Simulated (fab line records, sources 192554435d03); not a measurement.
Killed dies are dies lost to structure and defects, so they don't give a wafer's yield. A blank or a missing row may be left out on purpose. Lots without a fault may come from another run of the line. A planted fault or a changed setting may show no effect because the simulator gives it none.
Which tool did it? | flow n5_finfet | 12 lots, 34 wafers sampled, at 4 steps of a route of 1938

WHAT THE GAUGES READ, wafer by wafer
N5_FIN_SAQP_OVL_MEAS_17.
lot  | measured    | on         | FIN_CORE_OVL (nm)
L762 | day 1 22:30 | overlay-01 | -0.6 -0.4 -0.4
L763 | day 2 04:20 | overlay-02 | 0.8 0.5 -0.3
L764 | day 2 11:07 | overlay-01 | -0.6 1.0 0.0
L765 | day 2 17:20 | overlay-02 | 0.1 -0.6 -0.3
L766 | day 3 00:38 | overlay-02 | 0.3 1.5 0.3
L768 | day 3 10:26 | overlay-01 | 0.2 0.4
L771 | day 4 06:11 | overlay-01 | 0.1 -0.6
L776 | day 5 09:21 | overlay-02 | 0.1 0.6 0.4
L782 | day 6 21:36 | overlay-02 | 1.4 0.9 1.9
L783 | day 7 03:40 | overlay-02 | 1.4 0.5 0.0
L784 | day 7 10:10 | overlay-02 | 0.1 -0.3 0.9
L785 | day 7 16:47 | overlay-01 | 0.8 0.4 0.8

WHICH TOOL RAN EACH LOT (tool, then ch and the chambers of the sampled wafers, then the start)
lot  | N5_PMOS_HMC_CHANNEL_EPI_STRIP_33  | N5_FIN_SAQP_ALD_61               | N5_FIN_SAQP_DENSIFY_62
L762 | rie_diel-06 ch 1,2, day 1 18:14   | ald_sin-03 ch 0,3, day 1 21:14   | rtp_anneal-01 ch 0, day 1 21:26
L763 | rie_diel-06 ch 0,1,2, day 1 23:23 | ald_sin-03 ch 0,2,3, day 2 03:05 | rtp_anneal-02 ch 0, day 2 03:17
L764 | rie_diel-06 ch 0,1,2, day 2 05:55 | ald_sin-04 ch 0,1, day 2 09:49   | rtp_anneal-01 ch 0, day 2 10:03
L765 | rie_diel-02 ch 0,3, day 2 11:54   | ald_sin-04 ch 1,2,3, day 2 15:49 | rtp_anneal-01 ch 0, day 2 16:17
L766 | rie_diel-06 ch 0,2,3, day 2 17:25 | ald_sin-03 ch 0,2,3, day 2 23:21 | rtp_anneal-02 ch 0, day 2 23:33
L768 | rie_diel-02 ch 0,2, day 3 06:05   | ald_sin-04 ch 0,2, day 3 09:02   | rtp_anneal-02 ch 0, day 3 09:27
L771 | rie_diel-04 ch 1,2, day 4 00:02   | ald_sin-04 ch 2,3, day 4 04:52   | rtp_anneal-02 ch 0, day 4 05:08
L776 | rie_diel-04 ch 2,3, day 5 05:19   | ald_sin-03 ch 0,1, day 5 08:10   | rtp_anneal-01 ch 0, day 5 08:23
L782 | rie_diel-04 ch 1,2,3, day 6 17:31 | ald_sin-03 ch 0,2,3, day 6 20:22 | rtp_anneal-02 ch 0, day 6 20:37
L783 | rie_diel-02 ch 0,1,2, day 6 23:41 | ald_sin-03 ch 0,1,3, day 7 02:25 | rtp_anneal-01 ch 0, day 7 02:38
L784 | rie_diel-02 ch 0,1,2, day 7 05:42 | ald_sin-01 ch 1,2,3, day 7 08:56 | rtp_anneal-02 ch 0, day 7 09:08
L785 | rie_diel-06 ch 0,2,3, day 7 12:45 | ald_sin-03 ch 0,1, day 7 15:29   | rtp_anneal-02 ch 0, day 7 15:41
- N5_PMOS_HMC_CHANNEL_EPI_STRIP_33: strips in N2/H2.
- N5_FIN_SAQP_ALD_61: deposits SiO2, target thk 4 nm, pulse time 1 s, purge time 2 s.
- N5_FIN_SAQP_DENSIFY_62: time 60 s.

WHAT THE TOOLS THEMSELVES READ (means of the sampled wafers that have a number; where no wafer has one, the mark that the record gives instead)
N5_PMOS_HMC_CHANNEL_EPI_STRIP_33.
lot  | tool        | drypump_motor_current_A (A) | oes_product_au (a.u.) | rf_vpp_V (V) | showerhead_plenum_p_Torr (Torr) | throttle_valve_pct (%)
L762 | rie_diel-06 | 5.9                         | 0.77                  | 55.1         | 3.42                            | 19.3
L763 | rie_diel-06 | 6.1                         | 0.75                  | 55.1         | 3.41                            | 19.3
L764 | rie_diel-06 | 6.1                         | 0.75                  | 54.0         | 3.40                            | 19.3
L765 | rie_diel-02 | 6.3                         | 0.89                  | 52.5         | 3.35                            | 19.4
L766 | rie_diel-06 | 5.7                         | 0.77                  | 53.1         | 3.36                            | 19.1
L768 | rie_diel-02 | 6.0                         | 0.91                  | 55.8         | 3.37                            | 18.7
L771 | rie_diel-04 | 5.2                         | 0.83                  | 55.1         | 3.31                            | 18.6
L776 | rie_diel-04 | 5.3                         | 0.75                  | 53.5         | 3.21                            | 18.6
L782 | rie_diel-04 | 5.3                         | 0.79                  | 54.4         | 3.28                            | 18.8
L783 | rie_diel-02 | 6.1                         | 0.81                  | 55.0         | 3.40                            | 18.7
L784 | rie_diel-02 | 6.1                         | 0.81                  | 52.8         | 3.40                            | 18.8
L785 | rie_diel-06 | 5.7                         | 0.82                  | 53.8         | 3.35                            | 19.0

N5_FIN_SAQP_ALD_61.
lot  | tool       | heater_power_w (W) | precursor_pulse_height_rel
L762 | ald_sin-03 | 469                | 0.994
L763 | ald_sin-03 | 487                | 0.986
L764 | ald_sin-04 | 434                | 1.002
L765 | ald_sin-04 | 436                | 1.020
L766 | ald_sin-03 | 482                | 1.014
L768 | ald_sin-04 | 462                | 0.990
L771 | ald_sin-04 | 448                | 0.996
L776 | ald_sin-03 | 463                | 0.998
L782 | ald_sin-03 | 488                | 1.002
L783 | ald_sin-03 | 465                | 1.009
L784 | ald_sin-01 | 458                | 0.996
L785 | ald_sin-03 | 429                | 1.017

N5_FIN_SAQP_DENSIFY_62.
lot  | tool          | lamp_power_pct (%) | lamp_zone_1_pct (%) | lamp_zone_6_pct (%) | wafer_temp_C_max
L762 | rtp_anneal-01 | 9.80               | 9.837               | 9.779               | 702.8
L763 | rtp_anneal-02 | 9.82               | 9.846               | 9.775               | 703.7
L764 | rtp_anneal-01 | 9.85               | 9.850               | 9.774               | 703.5
L765 | rtp_anneal-01 | 9.90               | 9.843               | 9.779               | 703.4
L766 | rtp_anneal-02 | 9.85               | 9.837               | 9.768               | 702.4
L768 | rtp_anneal-02 | 9.81               | 9.853               | 9.752               | 703.2
L771 | rtp_anneal-02 | 9.82               | 9.843               | 9.777               | 702.7
L776 | rtp_anneal-01 | 9.88               | 9.842               | 9.760               | 702.9
L782 | rtp_anneal-02 | 9.94               | 9.837               | 9.765               | 702.9
L783 | rtp_anneal-01 | 9.82               | 9.850               | 9.776               | 703.2
L784 | rtp_anneal-02 | 9.86               | 9.844               | 9.767               | 703.0
L785 | rtp_anneal-02 | 9.88               | 9.849               | 9.768               | 703.4

THE ANSWER, worked out from the rows above alone
Rule: what is usual is taken from the lots themselves. Put in order of their means at a reading, lots are off if they are a third of the lots or fewer, leave a main group of 4 or more, and stand apart from it by a gap of 3 or more times the standard deviation of the main group's means; of several such gaps the widest counts. A main group whose means are all the same, to the digits that the tables above print for the reading, isn't used. A lot without any number at a reading at which 4 lots or more have one is off too. The other lots that the step has rows for count as sound. The gauges are gone through in route order, then the tools' own readings, and for those a lot's mean is taken as printed above. The first step at which some lot is off is used, and at that step the reading that is off furthest; a lot without a number counts as furthest.
No lot is off at any reading shown: from this, nothing can be told.

WHAT THE SIMULATOR HAD PUT IN
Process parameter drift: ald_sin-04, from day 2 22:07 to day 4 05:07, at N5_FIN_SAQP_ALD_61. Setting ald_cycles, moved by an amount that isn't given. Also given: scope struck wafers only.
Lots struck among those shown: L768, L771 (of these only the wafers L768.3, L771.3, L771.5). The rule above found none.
